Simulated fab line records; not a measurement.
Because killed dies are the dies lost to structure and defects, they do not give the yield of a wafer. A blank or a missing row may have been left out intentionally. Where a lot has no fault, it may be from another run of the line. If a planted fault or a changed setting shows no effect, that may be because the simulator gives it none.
Split-lot experiment | flow n5_finfet | on a route of 1938 steps: 7 lots, 21 wafers read

## ON THE SPLIT
At N5_BEOL_M2_TRENCH_ETCH_37 (etches SiOC in C4F6/O2, target depth 55.555 nm, time 29.2 s), the setting bias_w was moved away from the recipe's 185 W on 5 of the 21 wafers read, by -12.6% to -6.5%. The other wafers ran this setting at the recipe's value.

Reading taken at the split's own step.

## THE READING
rf_vpp_V, in V, at N5_BEOL_M2_TRENCH_ETCH_37 (etches SiOC in C4F6/O2, target depth 55.555 nm, time 29.2 s). A value of 673 V with a standard deviation of 9.5 V is what fault-free wafers of this fab line usually give.

wafer  | tool, chamber at the split | bias_w as run, W | against the recipe | rf_vpp_V, V | against lot-mates on the recipe
L076.1 | rie_diel-05, 3             | 185              | recipe             | 666         | -
L076.3 | rie_diel-05, 2             | 185              | recipe             | 685         | -
L076.5 | rie_diel-05, 1             | 185              | recipe             | 693         | -
L077.2 | rie_diel-01, 0             | 185              | recipe             | 684         | -
L077.3 | rie_diel-01, 1             | 185              | recipe             | 667         | -
L077.6 | rie_diel-01, 1             | 167              | -9.7%              | 616         | -60
L078.3 | rie_diel-06, 3             | 185              | recipe             | 664         | -
L078.4 | rie_diel-06, 1             | 185              | recipe             | 662         | -
L078.6 | rie_diel-06, 1             | 172.9            | -6.5%              | 627         | -36
L080.3 | rie_diel-01, 2             | 185              | recipe             | 661         | -
L080.4 | rie_diel-01, 3             | 185              | recipe             | 676         | -
L080.5 | rie_diel-01, 2             | 185              | recipe             | 663         | -
L083.3 | rie_diel-05, 2             | 163.9            | -11.4%             | 620         | -65
L083.5 | rie_diel-05, 1             | 163.9            | -11.4%             | 627         | -58
L083.6 | rie_diel-05, 2             | 185              | recipe             | 685         | -
L086.1 | rie_diel-01, 0             | 185              | recipe             | 684         | -
L086.3 | rie_diel-01, 3             | 161.6            | -12.6%             | 608         | -76
L086.5 | rie_diel-01, 0             | 185              | recipe             | 685         | -
L091.1 | rie_diel-06, 1             | 185              | recipe             | 661         | -
L091.3 | rie_diel-06, 2             | 185              | recipe             | 675         | -
L091.4 | rie_diel-06, 3             | 185              | recipe             | 664         | -

THE FIT
A straight line over all 21 wafers: rf_vpp_V changes by +5.04 V for each +1% of bias_w; r = +0.91; the points scatter about the line by 11 V.
The same after taking each lot's own level away (the mean of its wafers on the recipe; 21 wafers): +5.71 V for each +1%; r = +0.97; scatter 6.7 V.
On that fit, the largest move of bias_w shifts the reading by 72 V.
The span of the lots' own levels, 663.0 to 685.0 V, comes to 2.3 times the standard deviation stated above.
Hence the slope depends on the lot-to-lot level, as the two fits are not the same.
Check: for one of the wafers moved furthest among these (-12.6%), held out of the fit, the line's prediction against its lot-mates is -70.5 V. It came out at -76.5 V against them.
Tool readings at the split's step, against how far the setting was moved: rf_vpp_V r = +0.91.

## OTHER SPLITS ON THESE WAFERS
Other splits were also applied to these wafers ahead of the reading. Each is held against what the fit with the lots' levels taken away leaves over:
other split on the same wafers          | wafers away from the commonest value | r with rf_vpp_V (lot level and that fit taken away)
N5_MOL_CONTACT_COAG_COAT_64 spin_rpm    | 7                                    | +0.02
N5_BEOL_M0_SAQP_DESCUM_19 time_s        | 6                                    | +0.41
N5_BEOL_M0_SAQP_ETCH_106 target_depth_a | 7                                    | +0.05
N5_BEOL_M1_PECVD_72 temp_c              | 6                                    | -0.13
N5_BEOL_M1_COAT_61 spin_rpm             | 8                                    | +0.05
N5_BEOL_M1_ETCH_70 time_s               | 9                                    | -0.01

## THE FILE'S OWN FIT
rf_vpp_V changes by +5.82 V for each +1% of bias_w, r = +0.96.
